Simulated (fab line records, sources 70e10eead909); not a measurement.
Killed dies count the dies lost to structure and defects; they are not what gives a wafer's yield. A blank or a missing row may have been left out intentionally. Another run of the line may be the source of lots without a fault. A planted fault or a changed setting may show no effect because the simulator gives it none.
Comparing a struck lot with a sound one || flow nand harc || 15 steps out of a route of 1302
Sound: wafers L182.1, L182.5, L182.6. Wafers struck: L196.2, L196.3, L196.5. The cause is given at the end.
At each step with rows: each side's tool, then ch and its chambers, then its first start. Under that, the readings that differ: sound wafers || struck wafers || difference of the means || sigmas: that difference in standard deviations of wafers without a fault.
alike: words and numbers the same on both sides, and readings whose means are apart by under 2 such deviations; not compared: readings that were withheld, readings missing a value for some wafer, numbers with overlapping values and no deviation given by the record, and bounds like >300 which may hide the same value.
The two part at a step that has a row with sigmas, a row that says differs or no value, or rows on one side only. Numbers that don't overlap but have no deviation are shown without sigmas and don't part them. A reading that every wafer of one side lacks parts them only if that side has two wafers or more.

first, 1 step without rows for these wafers: NHARC_A_SGD_CUT_ETCH_26 (etches SiO2 in dHF, target depth 45.8 nm).
NHARC_A_SGD_CUT_ETCHBACK_24: etches the open film in CH3F/O2, target depth 50 nm, time 92.857 s.
  sound on rie diel-10 ch 2,3, day 20 02:08; struck on rie diel-10 ch 0,2, day 25 06:00
{"reading": "oes product au (a.u.)", "sound": "1.01 1.01 1.00", "struck": "0.91 0.93 0.92", "difference": -0.09, "sigmas": -2}
  alike: drypump motor current A, rf vpp V, showerhead plenum p Torr, throttle valve pct
  not compared: rf hours counter h
NHARC_A_SGD_CUT_STRIP_28: strips in O2, time 20 s.
  sound on rie diel-10 ch 1,2; struck on rie diel-10 ch 0,3
  alike: drypump motor current A, oes product au, rf vpp V, showerhead plenum p Torr, throttle valve pct
  not compared: rf hours counter h
NHARC_A_SGD_CUT_INSPECT_25:
  sound on defect inspect-02, day 20 02:22; struck on defect inspect-02, day 25 06:14
  alike: raw defect count
NHARC_A_SLIT_DEP_25: deposits SiO2, target thk 200 nm.
  sound on pecvd-03 ch 0,2, day 20 02:31; struck on pecvd-04 ch 0,1,2, day 25 06:17
  alike: heater power w, throttle valve pct
NHARC_A_SLIT_DEP_00: deposits aC, target thk 6200 nm.
  sound on acl dep-03 ch 0, day 20 06:09; struck on acl dep-01 ch 0, day 25 08:46
  alike: throttle valve pct
NHARC_A_SLIT_DEP_23: deposits SiON, target thk 100 nm.
  sound on pecvd-04 ch 0,1,2, day 20 09:58; struck on pecvd-04 ch 0,1, day 25 11:58
  alike: heater power w
then, 5 steps without rows for these wafers: NHARC_A_SLIT_DEHYDRATE_01 (time 120 s); NHARC_A_SLIT_HMDS_02 (time 30 s); NHARC_A_SLIT_COAT_03 (resist thk 90 nm); NHARC_A_SLIT_SOFTBAKE_04 (time 55 s); NHARC_A_SLIT_EBR_05.
NHARC_A_SLIT_EXPOSE_06: exposes mask SLIT.
  sound on arfi scanner-03 ch 0, day 20 10:27; struck on arfi scanner-03 ch 0, day 25 12:28
{"reading": "exposure dose mJ cm2", "sound": "60.86 60.82 60.78", "struck": "60.11 60.00 60.12", "difference": -0.74, "sigmas": -12}
  alike: mask
then, 1 step without rows for these wafers: NHARC_A_SLIT_PEB_07 (peb time 65 s).
-- break in the record here, with 5 days between the starts of the struck wafers on either side (left off in module A_SLIT, picked up again in module END, where the first step shown is number 1302 on the route) --
NHARC_END_SORT_01:
  at this point the record logs the struck wafers (prober-02 ch 0, day 30 03:39) and has no rows for the sound ones

WHERE THEY PART
Earliest at NHARC_A_SGD_CUT_ETCHBACK_24; latest, in this record, at NHARC_END_SORT_01.

WHY: whatever the simulator had introduced
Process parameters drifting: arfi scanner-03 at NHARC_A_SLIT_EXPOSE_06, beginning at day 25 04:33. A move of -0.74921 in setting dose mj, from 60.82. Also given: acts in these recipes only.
